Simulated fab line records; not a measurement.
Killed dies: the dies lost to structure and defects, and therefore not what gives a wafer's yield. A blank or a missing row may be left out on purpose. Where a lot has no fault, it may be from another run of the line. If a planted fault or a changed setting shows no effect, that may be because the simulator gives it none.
Struck lot and sound lot, side by side	flow nand harc	17 steps out of a route of 1159
Sound: these wafers, L210.2, L210.4, L210.6. Struck: wafers L215.4, L215.6 (left out: L215.2, a lot-mate that was not struck); the cause follows at the end.
Each step with rows lists, per side, the tool, then ch with its chambers, then its first start. Under that, the readings that differ: sound wafers	struck wafers	difference of the means	sigmas: that difference in standard deviations of wafers without a fault.
alike: same words and numbers on both sides, and readings whose means sit less than 2 such deviations apart. not compared: any withheld reading, any reading some wafer has no value for, any bound like >300 that may hide the same value, and any number with overlapping values for which the record gives no deviation.
Wherever a step has rows on one side only, a row that says differs or no value, or a row with sigmas, the two part there. When numbers do not overlap yet have no deviation, they are printed without sigmas and do not part them. Lack of a reading on every wafer of one side parts them only where that side has two or more wafers.

NHARC_P_M2_INSPECT_11:
  sound on defect inspect-02 at day 7 06:52; struck on defect inspect-01 at day 8 14:03
  alike: raw defect count
NHARC_P_M2_DESCUM_14: chemistry O2, time 3 s.
  sound on rie diel-03 ch 0,3, day 7 06:56; struck on rie diel-03 ch 0, day 8 14:07
  alike: drypump motor current A, oes product au, rf vpp V, showerhead plenum p Torr, throttle valve pct
  not compared: rf hours counter h
then, 2 steps without rows for these wafers: NHARC_P_M2_ETCH_35 (etches the open film in N2/H2, target depth 40 nm, overetch 12 nm, time 43.94 s); NHARC_P_M2_ETCH_15 (etches the open film in C4F8/Ar, target depth 182.5 nm, time 91.2 s).
NHARC_P_M2_CD_MEAS_16:
  sound on cd sem-02 at day 7 07:15; struck on cd sem-03 at day 8 14:25
  alike: cd nm
then, 1 step without rows for these wafers: NHARC_P_M2_STRIP_18 (strips in N2/H2).
NHARC_P_M2_ETCH_28: etches the open film in CF4/N2, target depth 30 nm, time 72.99 s.
  sound on rie diel-03 ch 0,1,2; struck on rie diel-03 ch 1,2
  alike: drypump motor current A, oes product au, rf vpp V, showerhead plenum p Torr, throttle valve pct
  not compared: rf hours counter h
then, 1 step without rows for these wafers: NHARC_P_M2_STRIP_19 (strips in post etch residue remover, time 600 s).
NHARC_P_M2_DEGAS_29: time 60 s.
  sound on pvd sputter-03 at day 7 07:58; struck on pvd sputter-01 at day 8 15:08
reading	sound	struck	difference	sigmas
susceptor temp C (C)	- - -	250.01 250.01	no value on the sound wafers	
  alike: heater power w
then, 1 step without rows for these wafers: NHARC_P_M2_PRE_CLEAN_30 (time 30 s).
NHARC_P_M2_PVD_20: deposits TaN, target thk 5 nm, time 8.06 s.
  sound on pvd sputter-03; struck on pvd sputter-01
  alike: substrate temp c, throttle valve pct
then, 1 step without rows for these wafers: NHARC_P_M2_PVD_21 (deposits Cu, target thk 30 nm, time 20.49 s).
NHARC_P_M2_ECD_22: material Cu, target thk 400 nm.
  sound on ecd cu-01 ch 1, day 7 08:19; struck on ecd cu-01 ch 0,1, day 8 15:50
NHARC_P_M2_ANNEAL_31: time 90 s.
  sound on rtp anneal-01 ch 0, day 7 08:47; struck on rtp anneal-02 ch 0, day 8 16:16
  alike: anneal temp c, wafer_temp_C_max
NHARC_P_M2_CMP_23: polishes, t overpolish 20 s, target thk 144.3 nm.
  sound on cmp-01 ch 0,1,3, day 7 09:07; struck on cmp-01 ch 2,3, day 8 16:35
reading	sound	struck	difference	sigmas
time to endpoint s (s)	37 34 32	47 47	+13	+4
  alike: edge zone pressure frac, motor current A
NHARC_P_M2_THK_MEAS_24: measures by xrf.
  sound on film metro-02 at day 7 09:23; struck on film metro-01 at day 8 16:53
  alike: thk nm
NHARC_END_SORT_01:
  the record has rows for the sound wafers here (prober-01 ch 0, day 23 20:41) and none for the struck ones

== WHERE THEY PART ==
Last at NHARC_END_SORT_01 as far as this record goes, first at NHARC_P_M2_DEGAS_29.

WHY: what had been put in by the simulator
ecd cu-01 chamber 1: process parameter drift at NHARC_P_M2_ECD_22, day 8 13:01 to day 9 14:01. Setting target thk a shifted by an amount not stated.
